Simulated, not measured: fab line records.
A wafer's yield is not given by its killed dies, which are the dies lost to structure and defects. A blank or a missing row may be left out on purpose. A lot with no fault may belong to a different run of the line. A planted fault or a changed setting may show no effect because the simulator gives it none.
A struck lot beside a sound one | flow nand harc | 40 steps out of a route of 1159
Sound: these wafers, L116.1, L116.5, L116.6. Struck: wafer L110.1. (L110.6 of the same lot was not struck and is left out.) The cause comes at the end.
Order at every step that has rows: each side's tool, ch and its chambers, its first start. Under that, the readings that differ: sound wafers | struck wafers | difference of the means | sigmas: that difference in standard deviations of wafers without a fault.
alike: a reading whose means differ by less than 2 such deviations, as well as words and numbers matching on both sides. not compared: withheld readings; readings where some wafer has no value; bounds like >300 that might hide an equal value; numbers whose values overlap and for which the record gives no deviation.
A row with sigmas, a row that says differs or no value, or rows on one side alone: a step with any of these is where the two part. Numbers that have no deviation but don't overlap get no sigmas and don't part them. A reading missing from all wafers of one side parts the sides only when that side holds two or more wafers.

NHARC_P_CONTACT_CD_MEAS_19:
  struck on cd sem-03, day 8 03:19; sound on cd sem-02, day 10 02:53
  alike: cd nm
then, 4 steps without rows for these wafers: NHARC_P_CONTACT_STRIP_28 (strips in O2); NHARC_P_CONTACT_STRIP_29 (strips in post etch residue remover, time 1200 s); NHARC_P_CONTACT_DEGAS_38 (time 60 s); NHARC_P_CONTACT_PRE_CLEAN_39 (time 19.5 s).
NHARC_P_CONTACT_PVD_32: deposits Ti, target thk 5 nm, time 17.7 s.
  sound on pvd sputter-03; struck on pvd sputter-03
  alike: throttle valve pct
NHARC_P_CONTACT_ALD_22: deposits TiN, target thk 3 nm, pulse time 1 s, ald cycles 150.
  sound on ald metal-02 ch 0,1,3, day 10 03:55; struck on ald metal-02 ch 3, day 8 04:17
  alike: heater power w, precursor pulse height rel
then, 1 step without rows for these wafers: NHARC_P_CONTACT_CVD_23 (deposits W, target thk 200 nm, time 557 s).
NHARC_P_CONTACT_CMP_24: polishes, t overpolish 30 s, target thk 200 nm.
  sound on cmp-01 ch 0,1,2, day 10 04:47; struck on cmp-04 ch 1, day 8 05:37
  alike: motor current A, overpolish run s, time to endpoint s
after that, 1 step had no rows for these wafers: NHARC_P_CONTACT_SRD_26.
NHARC_P_CONTACT_INSPECT_27:
  struck on defect inspect-02, day 8 06:01; sound on defect inspect-01, day 10 05:10
  reading          | sound       | struck | difference | sigmas
  raw defect count | 186 167 138 | 382    | +218       | +2
NHARC_P_M0_DEP_00: deposits SiOC, target thk 150 nm.
  sound on pecvd-03 ch 0,1, day 10 05:19; struck on pecvd-02 ch 0,1, day 8 06:05
then, 9 steps without rows for these wafers: NHARC_P_M0_DEHYDRATE_01 (time 120 s); NHARC_P_M0_HMDS_02 (time 30 s); NHARC_P_M0_COAT_33 (time 65 s); NHARC_P_M0_COAT_03 (resist thk 90 nm); NHARC_P_M0_SOFTBAKE_04 (time 55 s); NHARC_P_M0_EBR_05; NHARC_P_M0_EXPOSE_06 (exposes mask P M0, target cd 90 nm); NHARC_P_M0_PEB_07 (peb time 65 s); NHARC_P_M0_DEVELOP_08 (develop time 35 s).
NHARC_P_M0_CD_MEAS_09 targets a cd of 90 nm.
  sound on cd sem-02 ch 0, day 10 05:56; struck on cd sem-01 ch 0, day 8 07:04
  alike: cd nm
NHARC_P_M0_OVL_MEAS_10: pitch 180 nm.
  struck on overlay-01, day 8 07:09; sound on overlay-02, day 10 06:01
  alike: overlay x nm, overlay y nm
NHARC_P_M0_INSPECT_11:
  struck on defect inspect-01, day 8 07:11; sound on defect inspect-01, day 10 06:04
  alike: raw defect count
then, 3 steps without rows for these wafers: NHARC_P_M0_DESCUM_14 (chemistry O2, time 3 s); NHARC_P_M0_ETCH_34 (etches the open film in N2/H2, target depth 40 nm, overetch 12 nm, time 43.94 s); NHARC_P_M0_ETCH_15 (etches the open film in C4F8/Ar, target depth 150 nm, overetch 15 nm, time 82.5 s).
NHARC_P_M0_CD_MEAS_16:
  struck on cd sem-02, day 8 07:40; sound on cd sem-01, day 10 06:25
  alike: cd nm
then, 2 steps without rows for these wafers: NHARC_P_M0_STRIP_18 (strips in N2/H2); NHARC_P_M0_STRIP_19 (strips in post etch residue remover, time 600 s).
NHARC_P_M0_DEGAS_28: time 60 s.
  struck on pvd sputter-02, day 8 08:18; sound on pvd sputter-01, day 10 07:04
  alike: heater power w
then, 2 steps without rows for these wafers: NHARC_P_M0_PRE_CLEAN_29 (time 30 s); NHARC_P_M0_PVD_20 (deposits TaN, target thk 5 nm, time 8.06 s).
NHARC_P_M0_PVD_21: deposits Cu, target thk 30 nm, time 20.49 s.
  sound on pvd sputter-01; struck on pvd sputter-02
  alike: throttle valve pct
then, 4 steps without rows for these wafers: NHARC_P_M0_ECD_22 (material Cu, target thk 400 nm); NHARC_P_M0_ANNEAL_30 (time 90 s); NHARC_P_M0_CMP_23 (polishes, t overpolish 20 s, target thk 117.53 nm); NHARC_P_M0_SRD_25.
NHARC_P_M0_INSPECT_27:
  struck on defect inspect-02, day 8 09:50; sound on defect inspect-01, day 10 08:36
  alike: raw defect count
-- jump in the record: it breaks off in module P_M0 and resumes in module END (first step shown: number 1159 of the route), and 14 days separate the struck wafers' starts before and after --
NHARC_END_SORT_01:
  here the record holds rows for the struck wafers (prober-01 ch 0, day 21 21:56) but none for the sound ones

WHERE THEY PART
At NHARC_P_CONTACT_INSPECT_27 first; at NHARC_END_SORT_01 last (within this record only).

WHY: what had been put in by the simulator
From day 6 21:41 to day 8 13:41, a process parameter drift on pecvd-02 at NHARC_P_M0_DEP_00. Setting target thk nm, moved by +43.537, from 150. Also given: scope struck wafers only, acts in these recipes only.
